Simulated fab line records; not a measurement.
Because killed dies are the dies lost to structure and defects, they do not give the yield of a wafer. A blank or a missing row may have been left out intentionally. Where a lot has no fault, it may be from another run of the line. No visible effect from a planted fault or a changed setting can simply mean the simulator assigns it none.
The tool behind it: which one?	flow n5_finfet	36 wafers sampled from 12 lots at 1 step of a route of 1938

## WHAT THE GAUGES SHOWED, per wafer
N5_MOL_CONTACT_COAG_CD_MEAS_08 targets a cd of 28 nm.
lot	measured	on	cd_nm (nm)
L075	day 4 22:17	cd_sem-03	28.46 28.36 28.51
L077	day 5 12:38	cd_sem-02	28.23 28.33 28.34
L079	day 6 06:02	cd_sem-03	28.03 27.79 27.62
L081	day 6 13:38	cd_sem-03	28.26 28.10 28.40
L083	day 7 00:19	cd_sem-02	27.95 28.45 28.40
L086	day 7 20:38	cd_sem-01	27.98 28.19 28.07
L087	day 7 22:47	cd_sem-02	28.09 27.88 28.09
L089	day 8 12:19	cd_sem-02	27.67 27.84 28.04
L090	day 8 23:26	cd_sem-02	27.99 27.46 27.62
L093	day 9 10:18	cd_sem-02	27.96 28.04 28.05
L095	day 9 21:02	cd_sem-01	28.03 27.93 28.40
L097	day 10 10:04	cd_sem-01	27.75 27.79 27.97

## WHICH TOOL RAN EACH LOT (tool, then ch and the chambers of the sampled wafers, then the start)
The record holds no process step before these readings.

## THE ANSWER, worked out from the rows above alone
Rule: the usual values come from the lots themselves. The widest of any qualifying gaps counts: lots, ordered by their means at a reading, are off when they make up no more than a third of the lots, leave a main group of 4 or more, and stand apart from it by 3 or more times the standard deviation of that group's means. A main group is skipped when, at the precision printed for the reading in the tables above, its means are all equal. A lot without any number at a reading at which 4 lots or more have one is off too. Where the step has rows for the other lots, those lots are counted as sound.
No lot is off on any of the readings shown, so nothing can be concluded from this.

## WHAT THE SIMULATOR PUT IN
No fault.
